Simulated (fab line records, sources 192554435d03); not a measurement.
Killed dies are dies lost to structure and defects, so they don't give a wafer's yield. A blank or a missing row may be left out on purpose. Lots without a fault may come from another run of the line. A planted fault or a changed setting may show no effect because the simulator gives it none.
Which tool did it? | flow n5_finfet | 24 lots, 72 wafers sampled, at 3 steps of a route of 1938

WHAT THE GAUGES READ, wafer by wafer
N5_PMOS_HMC_CHANNEL_EPI_INSPECT_11: inspects for defects (macro).
lot  | measured    | on                | raw_defect_count
L074 | day 1 17:37 | defect_inspect-01 | 3 0 1
L075 | day 1 23:49 | defect_inspect-02 | 2 2 2
L076 | day 2 06:02 | defect_inspect-01 | 1 2 0
L077 | day 2 11:59 | defect_inspect-01 | 2 1 3
L078 | day 2 20:14 | defect_inspect-01 | 0 1 1
L079 | day 2 23:31 | defect_inspect-02 | 1 5 1
L080 | day 3 05:12 | defect_inspect-02 | 5 1 0
L081 | day 3 11:49 | defect_inspect-01 | 0 3 1
L082 | day 3 17:40 | defect_inspect-01 | 2 1 2
L083 | day 4 00:11 | defect_inspect-01 | 3 0 0
L084 | day 4 05:34 | defect_inspect-01 | 5 3 2
L085 | day 4 12:21 | defect_inspect-01 | 1 3 4
L086 | day 4 18:31 | defect_inspect-02 | 2 0 3
L087 | day 4 23:52 | defect_inspect-01 | 1 3 1
L088 | day 5 05:32 | defect_inspect-02 | 4 1 3
L089 | day 5 11:22 | defect_inspect-02 | 4 2 1
L090 | day 5 18:36 | defect_inspect-02 | 0 3 1
L091 | day 5 23:39 | defect_inspect-01 | 2 1 5
L092 | day 6 07:54 | defect_inspect-01 | 2 3 3
L093 | day 6 13:20 | defect_inspect-01 | 3 1 2
L094 | day 6 17:25 | defect_inspect-01 | 0 1 1
L095 | day 6 22:57 | defect_inspect-02 | 3 3 0
L096 | day 7 05:26 | defect_inspect-02 | 1 2 6
L097 | day 7 11:31 | defect_inspect-01 | 1 2 7

N5_PMOS_HMC_CHANNEL_EPI_THK_MEAS_22.
lot  | measured    | on            | HMC_CMP_THK (nm)
L074 | day 1 19:56 | film_metro-02 | 52.8 54.3 53.6
L075 | day 2 02:11 | film_metro-02 | 53.3 54.5 53.1
L076 | day 2 08:20 | film_metro-01 | 54.6 52.9 53.3
L077 | day 2 14:34 | film_metro-01 | 52.8 54.5 54.2
L078 | day 2 22:58 | film_metro-02 | 54.5 55.3 53.9
L079 | day 3 01:48 | film_metro-02 | 55.0 54.8 54.9
L080 | day 3 07:57 | film_metro-02 | 55.2 54.3 53.4
L081 | day 3 14:31 | film_metro-02 | 53.8 54.6 54.7
L082 | day 3 20:00 | film_metro-02 | 54.9 53.6 53.9
L083 | day 4 03:25 | film_metro-02 | 54.5 53.7 53.9
L084 | day 4 08:48 | film_metro-02 | 53.3 54.5 53.3
L085 | day 4 16:03 | film_metro-02 | 53.0 53.1 54.1
L086 | day 4 20:50 | film_metro-01 | 54.7 54.1 52.9
L087 | day 5 02:51 | film_metro-02 | 53.4 55.1 54.3
L088 | day 5 08:13 | film_metro-02 | 53.6 54.9 54.7
L089 | day 5 14:05 | film_metro-02 | 54.9 54.6 52.8
L090 | day 5 21:15 | film_metro-02 | 55.3 53.9 53.4
L091 | day 6 01:56 | film_metro-02 | 53.4 53.1 54.5
L092 | day 6 10:27 | film_metro-01 | 53.4 53.3 53.7
L093 | day 6 15:39 | film_metro-02 | 55.3 55.4 54.9
L094 | day 6 19:43 | film_metro-02 | 54.0 53.6 53.4
L095 | day 7 01:18 | film_metro-01 | 52.8 54.1 53.1
L096 | day 7 08:07 | film_metro-02 | 54.5 53.0 52.6
L097 | day 7 13:48 | film_metro-02 | 53.0 52.6 52.4

WHICH TOOL RAN EACH LOT (tool, then ch and the chambers of the sampled wafers, then the start)
lot  | N5_WELL_APT_DESCUM_30
L074 | rie_diel-01 ch 1,2,3, day 1 15:12
L075 | rie_diel-02 ch 0,2, day 1 21:38
L076 | rie_diel-06 ch 0,1,2, day 2 03:08
L077 | rie_diel-01 ch 0,3, day 2 09:35
L078 | rie_diel-06 ch 0,1, day 2 15:31
L079 | rie_diel-01 ch 1,3, day 2 20:53
L080 | rie_diel-06 ch 0,1,3, day 3 02:55
L081 | rie_diel-02 ch 1,2, day 3 09:41
L082 | rie_diel-02 ch 2,3, day 3 15:16
L083 | rie_diel-02 ch 2,3, day 3 21:49
L084 | rie_diel-01 ch 0,1,2, day 4 03:20
L085 | rie_diel-02 ch 0,1, day 4 09:25
L086 | rie_diel-01 ch 1,2, day 4 15:35
L087 | rie_diel-02 ch 0,1,3, day 4 21:25
L088 | rie_diel-06 ch 0,1, day 5 03:11
L089 | rie_diel-01 ch 1,2, day 5 09:13
L090 | rie_diel-01 ch 0,1,3, day 5 16:35
L091 | rie_diel-01 ch 0,1,3, day 5 21:22
L092 | rie_diel-01 ch 0,3, day 6 05:46
L093 | rie_diel-02 ch 0,2, day 6 11:07
L094 | rie_diel-02 ch 0,3, day 6 15:22
L095 | rie_diel-06 ch 1,2,3, day 6 20:56
L096 | rie_diel-02 ch 2,3, day 7 03:10
L097 | rie_diel-06 ch 1,3, day 7 09:22
- N5_WELL_APT_DESCUM_30: chemistry O2, time 7.9 s.

WHAT THE TOOLS THEMSELVES READ (means of the sampled wafers that have a number; where no wafer has one, the mark that the record gives instead)
N5_WELL_APT_DESCUM_30.
lot  | tool        | drypump_motor_current_A (A) | oes_product_au (a.u.) | rf_vpp_V (V) | showerhead_plenum_p_Torr (Torr) | throttle_valve_pct (%)
L074 | rie_diel-01 | 5.8                         | 0.72                  | 242.6        | 2.07                            | 20.53
L075 | rie_diel-02 | 5.7                         | 0.84                  | 245.2        | 2.21                            | 20.33
L076 | rie_diel-06 | 5.8                         | 0.74                  | 241.9        | 2.00                            | 20.68
L077 | rie_diel-01 | 6.0                         | 0.73                  | 241.8        | 2.01                            | 20.62
L078 | rie_diel-06 | 5.8                         | 0.72                  | 241.7        | 2.00                            | 20.67
L079 | rie_diel-01 | 5.4                         | 0.71                  | 242.5        | 2.08                            | 20.57
L080 | rie_diel-06 | 5.7                         | 0.81                  | 243.6        | 2.08                            | 20.49
L081 | rie_diel-02 | 5.7                         | 0.90                  | 244.6        | 2.18                            | 20.21
L082 | rie_diel-02 | 5.4                         | 0.89                  | 243.8        | 2.18                            | 20.39
L083 | rie_diel-02 | 5.0                         | 0.89                  | 242.3        | 2.11                            | 20.41
L084 | rie_diel-01 | 5.9                         | 0.73                  | 243.1        | 2.04                            | 20.46
L085 | rie_diel-02 | 5.7                         | 0.93                  | 243.7        | 2.13                            | 20.02
L086 | rie_diel-01 | 6.0                         | 0.72                  | 243.0        | 2.06                            | 20.42
L087 | rie_diel-02 | 5.4                         | 0.90                  | 244.1        | 2.10                            | 20.19
L088 | rie_diel-06 | 5.7                         | 0.91                  | 244.4        | 2.17                            | 20.48
L089 | rie_diel-01 | 6.0                         | 0.72                  | 243.0        | 2.06                            | 20.42
L090 | rie_diel-01 | 5.7                         | 0.78                  | 242.9        | 2.04                            | 20.46
L091 | rie_diel-01 | 5.7                         | 0.78                  | 243.2        | 2.04                            | 20.46
L092 | rie_diel-01 | 5.8                         | 0.83                  | 241.5        | 2.03                            | 20.42
L093 | rie_diel-02 | 5.8                         | 0.85                  | 244.4        | 2.20                            | 20.29
L094 | rie_diel-02 | 5.4                         | 0.87                  | 243.1        | 2.09                            | 20.15
L095 | rie_diel-06 | 5.8                         | 0.88                  | 244.4        | 2.15                            | 20.41
L096 | rie_diel-02 | 5.4                         | 0.83                  | 245.1        | 2.17                            | 20.46
L097 | rie_diel-06 | 6.2                         | 0.82                  | 242.5        | 2.08                            | 20.40

THE ANSWER, worked out from the rows above alone
Rule: what is usual is taken from the lots themselves. Put in order of their means at a reading, lots are off if they are a third of the lots or fewer, leave a main group of 4 or more, and stand apart from it by a gap of 3 or more times the standard deviation of the main group's means; of several such gaps the widest counts. A main group whose means are all the same, to the digits that the tables above print for the reading, isn't used. A lot without any number at a reading at which 4 lots or more have one is off too. The other lots that the step has rows for count as sound. The gauges are gone through in route order, then the tools' own readings, and for those a lot's mean is taken as printed above. The first step at which some lot is off is used, and at that step the reading that is off furthest; a lot without a number counts as furthest.
No lot is off at any reading shown: from this, nothing can be told.

WHAT THE SIMULATOR HAD PUT IN
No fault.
